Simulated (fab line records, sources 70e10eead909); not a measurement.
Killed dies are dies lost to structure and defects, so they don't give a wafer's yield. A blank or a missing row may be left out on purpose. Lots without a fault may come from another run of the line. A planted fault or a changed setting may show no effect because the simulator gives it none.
One fault seen from 2 desks | flow nand_harc | each desk has only its own numbers; what lay behind them comes last

THE METROLOGY DESK
What the gauges read, lot by lot, whatever tool the lot ran on: means of the sampled wafers that have a number. A lot is out of limits, marked OUT, if its mean lies more than 4 standard deviations from the usual mean; the brackets give that distance.
Columns: A = overlay_x_nm at NHARC_A_SLIT_OVL_MEAS_10, usual -0.2 nm; B = overlay_y_nm at NHARC_A_SLIT_OVL_MEAS_10, usual -0.1 nm
lot  | first seen here | A    | B
L238 | day 14 04:48    | -0.1 | -0.2
L242 | day 15 08:29    | -0.7 | 0.4
L244 | day 15 17:31    | 0.6  | -1.2
L252 | day 17 10:34    | -0.2 | -0.2
L254 | day 17 22:56    | -0.2 | -0.5
L253 | day 17 23:15    | -0.7 | 0.7
L256 | day 18 21:01    | -1.6 | -0.8
L257 | day 18 21:18    | -0.2 | -1.5
L255 | day 18 21:27    | -0.6 | 0.1
L258 | day 19 22:23    | -0.4 | 1.1
L260 | day 19 22:37    | 0.7  | -1.0
L259 | day 19 23:02    | 0.1  | 1.9
L261 | day 20 16:22    | 0.2  | 0.9
This desk's finding: nothing out of limits on any of the 13 lots.

THE TOOL OWNER'S DESK: ald_hk-03
The tool's own readings at NHARC_A_WL_FILL_ALD_00 (deposits Al2O3, target thk 3 nm, pulse time 3 s, ald cycles 30): means of the sampled wafers that have a number, for each lot that ran on this tool. A lot is out of limits, marked OUT, if its mean lies more than 4 standard deviations from the usual mean; the brackets give that distance.
Columns: A = heater_power_w at NHARC_A_WL_FILL_ALD_00, usual 474 W; B = precursor_pulse_height_rel at NHARC_A_WL_FILL_ALD_00, usual 1.002
lot  | first seen here | A   | B
L238 | day 14 20:51    | 485 | 0.983
L242 | day 15 21:10    | 471 | 1.016
L244 | day 16 04:47    | 458 | 1.005
L257 | day 19 08:26    | 476 | 0.995
L255 | day 19 08:31    | 465 | 0.980
L260 | day 20 09:46    | 468 | 1.007
L258 | day 20 09:54    | 482 | 1.004
L259 | day 20 10:04    | 478 | 0.986
This desk's finding: nothing out of limits on any of the 8 lots.

PUT TOGETHER
The metrology desk saw nothing out of limits.
The tool owner's desk saw nothing out of limits.

WHAT THE SIMULATOR HAD PUT IN
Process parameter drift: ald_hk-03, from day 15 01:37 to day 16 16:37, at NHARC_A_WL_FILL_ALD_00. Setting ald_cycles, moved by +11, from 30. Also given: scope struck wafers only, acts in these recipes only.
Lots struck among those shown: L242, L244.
